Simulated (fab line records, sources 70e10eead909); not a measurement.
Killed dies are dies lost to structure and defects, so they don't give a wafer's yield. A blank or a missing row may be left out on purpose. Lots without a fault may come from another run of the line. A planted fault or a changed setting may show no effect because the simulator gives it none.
Which tool did it? | flow nand_harc | 24 lots, 72 wafers sampled, at 6 steps of a route of 1159

WHAT THE GAUGES READ, wafer by wafer
NHARC_A_SGD_CUT_THK_MEAS_22: measures by ellipsometry. Usual: thk_nm 148.4 nm, standard deviation 1.4.
lot  | measured     | on            | thk_nm (nm)       | flag
L074 | day 13 22:50 | film_metro-02 | 146.8 149.8 149.4 |
L075 | day 13 22:51 | film_metro-02 | 147.0 149.7 150.3 |
L076 | day 14 11:28 | film_metro-01 | 149.1 148.9 148.9 |
L077 | day 14 11:27 | film_metro-01 | 149.4 147.9 147.2 |
L079 | day 15 03:32 | film_metro-02 | 149.0 151.4 149.3 |
L078 | day 15 03:34 | film_metro-01 | 147.4 145.8 145.2 |
L081 | day 16 02:17 | film_metro-01 | 148.7 146.7 146.6 |
L080 | day 16 02:17 | film_metro-02 | 149.4 150.3 149.8 |
L082 | day 16 18:02 | film_metro-02 | 148.5 149.7 148.8 |
L083 | day 16 18:11 | film_metro-01 | 148.1 149.1 148.1 |
L085 | day 16 18:11 | film_metro-01 | 148.1 149.4 148.7 |
L084 | day 16 18:02 | film_metro-01 | 147.2 147.1 149.7 |
L087 | day 17 08:18 | film_metro-01 | 145.3 150.0 147.2 |
L086 | day 17 18:52 | film_metro-01 | 147.7 147.5 146.3 |
L088 | day 17 19:01 | film_metro-01 | 151.3 148.4 147.3 |
L089 | day 17 18:52 | film_metro-01 | 147.0 148.2 147.0 |
L090 | day 18 05:15 | film_metro-02 | 148.2 148.4 148.1 |
L091 | day 18 05:14 | film_metro-02 | 147.8 149.0 148.0 |
L092 | day 18 05:14 | film_metro-01 | 147.3 150.4 149.7 |
L093 | day 18 22:45 | film_metro-02 | 148.3 147.9 145.4 |
L094 | day 18 22:46 | film_metro-01 | 147.9 146.9 148.7 |
L095 | day 19 08:56 | film_metro-01 | 148.2 149.0 147.8 |
L096 | day 19 08:56 | film_metro-02 | 147.4 149.7 149.4 |
L097 | day 20 06:47 | film_metro-02 | 150.1 151.1 150.2 |

WHICH TOOL RAN EACH LOT (tool, then ch and the chambers of the sampled wafers, then the start)
lot  | NHARC_A_STAIRCASE_ETCH_292         | NHARC_A_STAIRCASE_ETCH_452                    | NHARC_A_STAIRCASE_ETCHBACK_416                | NHARC_A_STAIRCASE_CMP_152     | NHARC_A_SGD_CUT_DEP_00
L074 | rie_diel-01 ch 0,2,3, day 11 12:05 | rie_diel-01 ch 0,2,3, day 13 14:28 or earlier | rie_diel-13 ch 0,1,2, day 13 14:28 or earlier | cmp-03 ch 1,3, day 13 14:28   | pecvd-04 ch 0,2, day 13 16:21
L075 | rie_diel-01 ch 0,1,2, day 11 12:36 | rie_diel-01 ch 0,1,2, day 13 14:08 or earlier | rie_diel-13 ch 1,2,3, day 13 14:08 or earlier | cmp-02 ch 0,1,2, day 13 14:08 | pecvd-04 ch 0,1,2, day 13 15:56
L076 | rie_diel-06 ch 0,1,3, day 11 23:20 | rie_diel-06 ch 0,3, day 14 01:58 or earlier   | rie_diel-13 ch 1,2, day 14 01:58 or earlier   | cmp-03 ch 0,1, day 14 01:58   | pecvd-03 ch 0,2, day 14 04:13
L077 | rie_diel-06 ch 2,3, day 12 00:23   | rie_diel-06 ch 0,2,3, day 14 01:43 or earlier | rie_diel-01 ch 1,2,3, day 14 01:43 or earlier | cmp-02 ch 1,2, day 14 01:43   | pecvd-04 ch 0,1,2, day 14 03:41
L079 | rie_diel-01 ch 2,3, day 12 14:03   | rie_diel-01 ch 1,2, day 14 16:41 or earlier   | rie_diel-13 ch 0,1,2, day 14 16:41 or earlier | cmp-03 ch 0,1,3, day 14 16:41 | pecvd-03 ch 0,2, day 14 18:39
L078 | rie_diel-06 ch 1,2, day 12 14:08   | rie_diel-06 ch 0,1, day 14 16:50 or earlier   | rie_diel-01 ch 0,1, day 14 16:50 or earlier   | cmp-04 ch 2,3, day 14 16:50   | pecvd-03 ch 0,1,2, day 14 18:51
L081 | rie_diel-01 ch 0,2,3, day 13 06:29 | rie_diel-01 ch 0,1,3, day 15 16:51 or earlier | rie_diel-06 ch 0,1,2, day 15 16:51 or earlier | cmp-02 ch 0,2,3, day 15 16:51 | pecvd-02 ch 0,1,2, day 15 18:42
L080 | rie_diel-13 ch 0,1, day 13 06:56   | rie_diel-13 ch 1,2,3, day 15 17:22 or earlier | rie_diel-13 ch 0,1,2, day 15 17:22 or earlier | cmp-02 ch 0,1,2, day 15 17:22 | pecvd-04 ch 0,1,2, day 15 19:10
L082 | rie_diel-06 ch 0,1,2, day 13 23:59 | rie_diel-06 ch 0,1,2, day 14 13:47 or earlier | rie_diel-01 ch 0,1,2, day 14 13:47            | cmp-04 ch 0,2,3, day 16 09:02 | pecvd-03 ch 0,1,2, day 16 10:59
L083 | rie_diel-01 ch 0,2,3, day 14 02:04 | rie_diel-01 ch 0,3, day 16 10:31 or earlier   | rie_diel-01 ch 0,1,3, day 16 10:31 or earlier | cmp-04 ch 1,2,3, day 16 10:31 | pecvd-04 ch 0,1,2, day 16 12:16
L085 | rie_diel-06 ch 1,2, day 14 09:23   | rie_diel-06 ch 0,1, day 16 11:18 or earlier   | rie_diel-13 ch 0,1,2, day 16 11:18 or earlier | cmp-02 ch 0,1,2, day 16 11:18 | pecvd-03 ch 0,1, day 16 13:10
L084 | rie_diel-06 ch 0,2,3, day 14 10:43 | rie_diel-06 ch 0,1,3, day 16 09:29 or earlier | rie_diel-01 ch 0,3, day 16 09:29 or earlier   | cmp-03 ch 0,3, day 16 09:29   | pecvd-03 ch 0,2, day 16 11:28
L087 | rie_diel-13 ch 1,2,3, day 14 16:59 | rie_diel-13 ch 0,1, day 16 23:19 or earlier   | rie_diel-13 ch 0,3, day 16 23:19 or earlier   | cmp-03 ch 1,2,3, day 16 23:19 | pecvd-02 ch 0,1,2, day 17 01:13
L086 | rie_diel-06 ch 1,2,3, day 15 00:11 | rie_diel-06 ch 0,2, day 17 08:58 or earlier   | rie_diel-01 ch 1,2,3, day 17 08:58 or earlier | cmp-02 ch 0,1,3, day 17 08:58 | pecvd-02 ch 0,1,2, day 17 10:49
L088 | rie_diel-01 ch 0,2,3, day 15 02:31 | rie_diel-01 ch 0,3, day 17 08:40 or earlier   | rie_diel-01 ch 0,1,2, day 17 08:40 or earlier | cmp-03 ch 0,1,3, day 17 08:40 | pecvd-02 ch 0,1,2, day 17 10:31
L089 | rie_diel-13 ch 0,3, day 15 02:56   | rie_diel-13 ch 0,1,3, day 17 08:17 or earlier | rie_diel-06 ch 0,2,3, day 17 08:17 or earlier | cmp-04 ch 1,2,3, day 17 08:17 | pecvd-02 ch 0,1,2, day 17 10:06
L090 | rie_diel-06 ch 1,2,3, day 15 13:51 | rie_diel-06 ch 0,1,2, day 17 20:46 or earlier | rie_diel-13 ch 0,1,3, day 17 20:46 or earlier | cmp-02 ch 0,1,3, day 17 20:46 | pecvd-03 ch 0,1,2, day 17 22:42
L091 | rie_diel-01 ch 0,1,2, day 15 15:49 | rie_diel-01 ch 0,1,2, day 17 20:56 or earlier | rie_diel-01 ch 1,2,3, day 17 20:56 or earlier | cmp-03 ch 1,2,3, day 17 20:56 | pecvd-02 ch 0,1,2, day 17 22:47
L092 | rie_diel-01 ch 0,3, day 15 16:05   | rie_diel-01 ch 0,3, day 17 20:40 or earlier   | rie_diel-01 ch 1,2,3, day 17 20:40 or earlier | cmp-04 ch 0,1,2, day 17 20:40 | pecvd-02 ch 0,1,2, day 17 22:34
L093 | rie_diel-13 ch 0,1,3, day 16 07:06 | rie_diel-13 ch 0,2,3, day 18 13:43 or earlier | rie_diel-06 ch 0,1,2, day 18 13:43 or earlier | cmp-02 ch 1,2,3, day 18 13:43 | pecvd-02 ch 0,1,2, day 18 15:54
L094 | rie_diel-13 ch 0,1,2, day 16 10:28 | rie_diel-13 ch 0,2,3, day 18 13:59 or earlier | rie_diel-06 ch 0,1,2, day 18 13:59 or earlier | cmp-03 ch 0,1,3, day 18 13:59 | pecvd-02 ch 1,2, day 18 16:08
L095 | rie_diel-01 ch 0,1,3, day 16 17:49 | rie_diel-01 ch 0,3, day 18 23:19 or earlier   | rie_diel-13 ch 0,3, day 18 23:19 or earlier   | cmp-02 ch 0,1, day 18 23:19   | pecvd-04 ch 0,1,2, day 19 01:14
L096 | rie_diel-06 ch 0,2, day 17 02:04   | rie_diel-06 ch 0,2, day 18 23:12 or earlier   | rie_diel-06 ch 1,2,3, day 18 23:12 or earlier | cmp-03 ch 1,2, day 18 23:12   | pecvd-02 ch 0,1,2, day 19 01:05
L097 | rie_diel-06 ch 0,2,3, day 17 14:11 | rie_diel-06 ch 0,2, day 19 17:02 or earlier   | rie_diel-01 ch 1,2, day 19 17:02 or earlier   | cmp-02 ch 0,3, day 19 17:02   | pecvd-04 ch 0,2, day 19 18:49
- NHARC_A_STAIRCASE_ETCH_292: etches the open film in CF4/CHF3.
- NHARC_A_STAIRCASE_ETCH_452: etches the open film in CF4/O2, target depth 30 nm, overetch 3 nm, time 16.5 s.
- NHARC_A_STAIRCASE_ETCHBACK_416: etches the open film in C4F8/O2/Ar, target depth 36 nm, time 7.2 s.
- NHARC_A_STAIRCASE_CMP_152: polishes.
- NHARC_A_SGD_CUT_DEP_00: deposits SiNx, target thk 50 nm.

WHAT THE TOOLS THEMSELVES READ (means of the sampled wafers that have a number; where no wafer has one, the mark that the record gives instead)
NHARC_A_STAIRCASE_ETCH_292. Usual: cf4_flow_sccm 100.03 sccm, standard deviation 0.26; chamber_pressure_mTorr 25.001 mTorr, standard deviation 0.026; drypump_motor_current_A 6.0 A, standard deviation 0.38; oes_product_au 0.945 a.u., standard deviation 0.02; rf_vpp_V 369.9 V, standard deviation 2.5; showerhead_plenum_p_Torr 1.55 Torr, standard deviation 0.071; throttle_valve_pct 16.802 %, standard deviation 0.0085.
lot  | tool        | cf4_flow_sccm (sccm) | chamber_pressure_mTorr (mTorr) | drypump_motor_current_A (A) | oes_product_au (a.u.) | rf_vpp_V (V) | showerhead_plenum_p_Torr (Torr) | throttle_valve_pct (%) | flag
L074 | rie_diel-01 | 99.98                | 24.999                         | 5.8                         | 0.973                 | 368.9        | 1.54                            | 16.804                 |
L075 | rie_diel-01 | 99.86                | 25.023                         | 5.7                         | 0.952                 | 368.5        | 1.51                            | 16.801                 |
L076 | rie_diel-06 | 100.39               | 24.997                         | 6.3                         | 0.970                 | 369.7        | 1.58                            | 16.801                 |
L077 | rie_diel-06 | 100.05               | 24.981                         | 6.3                         | 0.964                 | 368.5        | 1.52                            | 16.793                 |
L079 | rie_diel-01 | 99.74                | 25.013                         | 5.9                         | 0.918                 | 370.7        | 1.55                            | 16.809                 |
L078 | rie_diel-06 | 100.05               | 25.015                         | 6.5                         | 0.920                 | 372.4        | 1.64                            | 16.816                 |
L081 | rie_diel-01 | 99.69                | 25.024                         | 5.9                         | 0.916                 | 369.5        | 1.54                            | 16.807                 |
L080 | rie_diel-13 | 100.07               | 25.009                         | 5.4                         | 0.942                 | 368.8        | 1.53                            | 16.797                 |
L082 | rie_diel-06 | 100.05               | 24.992                         | 6.3                         | 0.937                 | 372.0        | 1.62                            | 16.804                 |
L083 | rie_diel-01 | 100.19               | 24.999                         | 5.8                         | 0.936                 | 369.6        | 1.54                            | 16.804                 |
L085 | rie_diel-06 | 100.06               | 24.988                         | 6.5                         | 0.936                 | 372.7        | 1.63                            | 16.800                 |
L084 | rie_diel-06 | 99.94                | 25.002                         | 6.2                         | 0.965                 | 369.6        | 1.55                            | 16.807                 |
L087 | rie_diel-13 | 99.73                | 25.005                         | 5.7                         | 0.950                 | 370.2        | 1.55                            | 16.803                 |
L086 | rie_diel-06 | 100.18               | 24.981                         | 6.4                         | 0.973                 | 369.8        | 1.57                            | 16.794                 |
L088 | rie_diel-01 | 99.90                | 24.994                         | 5.8                         | 0.968                 | 369.4        | 1.54                            | 16.797                 |
L089 | rie_diel-13 | 100.14               | 25.004                         | 5.5                         | 0.946                 | 368.6        | 1.50                            | 16.804                 |
L090 | rie_diel-06 | 100.10               | 24.988                         | 6.4                         | 0.923                 | 370.4        | 1.57                            | 16.803                 |
L091 | rie_diel-01 | 99.77                | 25.006                         | 5.7                         | 0.933                 | 368.4        | 1.50                            | 16.791                 |
L092 | rie_diel-01 | 100.00               | 24.999                         | 5.9                         | 0.925                 | 370.2        | 1.57                            | 16.805                 |
L093 | rie_diel-13 | 100.04               | 25.011                         | 5.5                         | 0.946                 | 368.1        | 1.51                            | 16.803                 |
L094 | rie_diel-13 | 100.17               | 24.994                         | 5.8                         | 0.967                 | 370.9        | 1.59                            | 16.797                 |
L095 | rie_diel-01 | 100.07               | 25.000                         | 5.8                         | 0.928                 | 368.9        | 1.53                            | 16.790                 |
L096 | rie_diel-06 | 99.95                | 24.988                         | 6.2                         | 0.956                 | 371.4        | 1.59                            | 16.804                 |
L097 | rie_diel-06 | 99.88                | 25.012                         | 6.2                         | 0.922                 | 370.3        | 1.55                            | 16.807                 |

NHARC_A_STAIRCASE_ETCH_452. Usual: cf4_flow_sccm 80.02 sccm, standard deviation 0.24; chamber_pressure_mTorr 30.002 mTorr, standard deviation 0.027; drypump_motor_current_A 6.0 A, standard deviation 0.38; oes_product_au 0.999 a.u., standard deviation 0.009; rf_vpp_V 197.4 V, standard deviation 1.4; showerhead_plenum_p_Torr 1.32 Torr, standard deviation 0.061; throttle_valve_pct 13.397 %, standard deviation 0.0088.
lot  | tool        | cf4_flow_sccm (sccm) | chamber_pressure_mTorr (mTorr) | drypump_motor_current_A (A) | oes_product_au (a.u.) | rf_vpp_V (V) | showerhead_plenum_p_Torr (Torr) | throttle_valve_pct (%) | flag
L074 | rie_diel-01 | 79.99                | 29.980                         | 5.9                         | 0.991                 | 196.8        | 1.31                            | 13.395                 |
L075 | rie_diel-01 | 79.84                | 30.007                         | 5.7                         | 0.989                 | 196.0        | 1.28                            | 13.405                 |
L076 | rie_diel-06 | 79.91                | 30.007                         | 6.2                         | 0.999                 | 196.4        | 1.28                            | 13.403                 |
L077 | rie_diel-06 | 80.13                | 30.035                         | 6.2                         | 1.003                 | 197.2        | 1.32                            | 13.400                 |
L079 | rie_diel-01 | 80.12                | 30.008                         | 5.7                         | 1.007                 | 196.9        | 1.26                            | 13.395                 |
L078 | rie_diel-06 | 80.20                | 30.001                         | 6.3                         | 0.997                 | 198.8        | 1.39                            | 13.396                 |
L081 | rie_diel-01 | 80.04                | 30.005                         | 5.8                         | 0.993                 | 197.0        | 1.30                            | 13.407                 |
L080 | rie_diel-13 | 80.14                | 29.973                         | 5.7                         | 0.997                 | 198.0        | 1.32                            | 13.396                 |
L082 | rie_diel-06 | 79.91                | 30.022                         | 6.3                         | 1.004                 | 198.2        | 1.37                            | 13.393                 |
L083 | rie_diel-01 | 80.08                | 30.037                         | 5.9                         | 0.986                 | 197.5        | 1.33                            | 13.396                 |
L085 | rie_diel-06 | 80.00                | 30.023                         | 6.3                         | 0.995                 | 198.2        | 1.38                            | 13.398                 |
L084 | rie_diel-06 | 80.23                | 30.004                         | 6.2                         | 1.008                 | 197.3        | 1.33                            | 13.391                 |
L087 | rie_diel-13 | 80.36                | 30.024                         | 5.4                         | 1.005                 | 197.0        | 1.29                            | 13.394                 |
L086 | rie_diel-06 | 80.10                | 29.994                         | 6.2                         | 0.987                 | 198.3        | 1.36                            | 13.400                 |
L088 | rie_diel-01 | 79.98                | 29.967                         | 5.8                         | 1.006                 | 197.0        | 1.32                            | 13.397                 |
L089 | rie_diel-13 | 80.13                | 29.990                         | 5.4                         | 1.003                 | 196.0        | 1.28                            | 13.400                 |
L090 | rie_diel-06 | 79.66                | 29.992                         | 6.3                         | 1.002                 | 197.8        | 1.37                            | 13.398                 |
L091 | rie_diel-01 | 80.25                | 30.025                         | 5.7                         | 1.008                 | 197.3        | 1.27                            | 13.390                 |
L092 | rie_diel-01 | 79.85                | 30.008                         | 5.9                         | 1.007                 | 198.1        | 1.33                            | 13.396                 |
L093 | rie_diel-13 | 80.11                | 30.010                         | 5.8                         | 1.007                 | 197.1        | 1.34                            | 13.403                 |
L094 | rie_diel-13 | 79.95                | 29.978                         | 5.9                         | 1.000                 | 198.0        | 1.34                            | 13.396                 |
L095 | rie_diel-01 | 80.04                | 30.002                         | 5.9                         | 1.003                 | 197.7        | 1.32                            | 13.394                 |
L096 | rie_diel-06 | 79.71                | 30.002                         | 6.2                         | 0.988                 | 197.8        | 1.35                            | 13.397                 |
L097 | rie_diel-06 | 79.77                | 30.013                         | 6.2                         | 0.988                 | 198.6        | 1.35                            | 13.384                 |

NHARC_A_STAIRCASE_ETCHBACK_416. Usual: chamber_pressure_mTorr 25.001 mTorr, standard deviation 0.024; oes_product_au 0.94 a.u., standard deviation 0.032; rf_vpp_V 721 V, standard deviation 4.6.
lot  | tool        | chamber_pressure_mTorr (mTorr) | oes_product_au (a.u.) | rf_vpp_V (V) | flag
L074 | rie_diel-13 | 25.015                         | 0.92                  | 719          |
L075 | rie_diel-13 | 25.009                         | 0.93                  | 717          |
L076 | rie_diel-13 | 24.991                         | 1.00                  | 718          |
L077 | rie_diel-01 | 25.028                         | 0.92                  | 719          |
L079 | rie_diel-13 | 24.986                         | 0.99                  | 724          |
L078 | rie_diel-01 | 25.000                         | 0.91                  | 721          |
L081 | rie_diel-06 | 25.014                         | 1.00                  | 726          |
L080 | rie_diel-13 | 25.004                         | 0.93                  | 725          |
L082 | rie_diel-01 | 25.001                         | 1.01                  | 719          |
L083 | rie_diel-01 | 25.006                         | 1.01                  | 721          |
L085 | rie_diel-13 | 25.005                         | 0.93                  | 724          |
L084 | rie_diel-01 | 25.018                         | 0.93                  | 723          |
L087 | rie_diel-13 | 24.985                         | 0.93                  | 719          |
L086 | rie_diel-01 | 25.010                         | 0.94                  | 719          |
L088 | rie_diel-01 | 25.002                         | 0.93                  | 718          |
L089 | rie_diel-06 | 24.970                         | 0.92                  | 722          |
L090 | rie_diel-13 | 24.990                         | 0.93                  | 719          |
L091 | rie_diel-01 | 25.009                         | 0.92                  | 719          |
L092 | rie_diel-01 | 24.978                         | 0.93                  | 720          |
L093 | rie_diel-06 | 24.993                         | 0.93                  | 725          |
L094 | rie_diel-06 | 25.006                         | 0.92                  | 726          |
L095 | rie_diel-13 | 25.013                         | 0.93                  | 721          |
L096 | rie_diel-06 | 25.016                         | 0.92                  | 722          |
L097 | rie_diel-01 | 25.008                         | 0.93                  | 717          |

NHARC_A_STAIRCASE_CMP_152. Usual: motor_current_A 12.8 A, standard deviation 1.4.
lot  | tool   | motor_current_A (A) | flag
L074 | cmp-03 | 12.6                |
L075 | cmp-02 | 12.9                |
L076 | cmp-03 | 12.4                |
L077 | cmp-02 | 13.0                |
L079 | cmp-03 | 13.0                |
L078 | cmp-04 | 13.6                |
L081 | cmp-02 | 12.3                |
L080 | cmp-02 | 13.5                |
L082 | cmp-04 | 13.3                |
L083 | cmp-04 | 14.0                |
L085 | cmp-02 | 12.7                |
L084 | cmp-03 | 12.7                |
L087 | cmp-03 | 13.5                |
L086 | cmp-02 | 11.5                |
L088 | cmp-03 | 13.0                |
L089 | cmp-04 | 14.2                |
L090 | cmp-02 | 12.0                |
L091 | cmp-03 | 13.0                |
L092 | cmp-04 | 14.0                |
L093 | cmp-02 | 12.0                |
L094 | cmp-03 | 12.9                |
L095 | cmp-02 | 12.5                |
L096 | cmp-03 | 12.7                |
L097 | cmp-02 | 12.0                |

NHARC_A_SGD_CUT_DEP_00. Usual: heater_power_w 683 W, standard deviation 140; susceptor_temp_C 400.00 C, standard deviation 0.24.
lot  | tool     | heater_power_w (W) | susceptor_temp_C (C) | flag
L074 | pecvd-04 | 577                | 400.02               |
L075 | pecvd-04 | 632                | 399.99               |
L076 | pecvd-03 | 788                | 400.11               |
L077 | pecvd-04 | 712                | 399.93               |
L079 | pecvd-03 | 782                | 400.00               |
L078 | pecvd-03 | 732                | 399.96               |
L081 | pecvd-02 | 701                | 400.07               |
L080 | pecvd-04 | 740                | 399.93               |
L082 | pecvd-03 | 640                | 400.22               |
L083 | pecvd-04 | 736                | 399.92               |
L085 | pecvd-03 | 661                | 400.07               |
L084 | pecvd-03 | 697                | 400.02               |
L087 | pecvd-02 | 688                | 400.30               |
L086 | pecvd-02 | 687                | 399.91               |
L088 | pecvd-02 | 655                | 399.83               |
L089 | pecvd-02 | 678                | 399.97               |
L090 | pecvd-03 | 670                | 399.95               |
L091 | pecvd-02 | 644                | 399.85               |
L092 | pecvd-02 | 685                | 399.79               |
L093 | pecvd-02 | 613                | 400.01               |
L094 | pecvd-02 | 653                | 400.11               |
L095 | pecvd-04 | 719                | 399.71               |
L096 | pecvd-02 | 683                | 399.98               |
L097 | pecvd-04 | 580                | 400.33               |

THE ANSWER, worked out from the rows above alone
Rule: a lot is off if the mean of its wafers that have a number lies more than 3 standard deviations from the usual mean. A lot without any number at a reading at which 4 lots or more have one is off too. The other lots that the step has rows for count as sound. The gauges are gone through in route order, then the tools' own readings, and for those a lot's mean is taken as printed above. The first step at which some lot is off is used, and at that step the reading that is off furthest; a lot without a number counts as furthest.
No lot is off at any reading shown: from this, nothing can be told.

WHAT THE SIMULATOR HAD PUT IN
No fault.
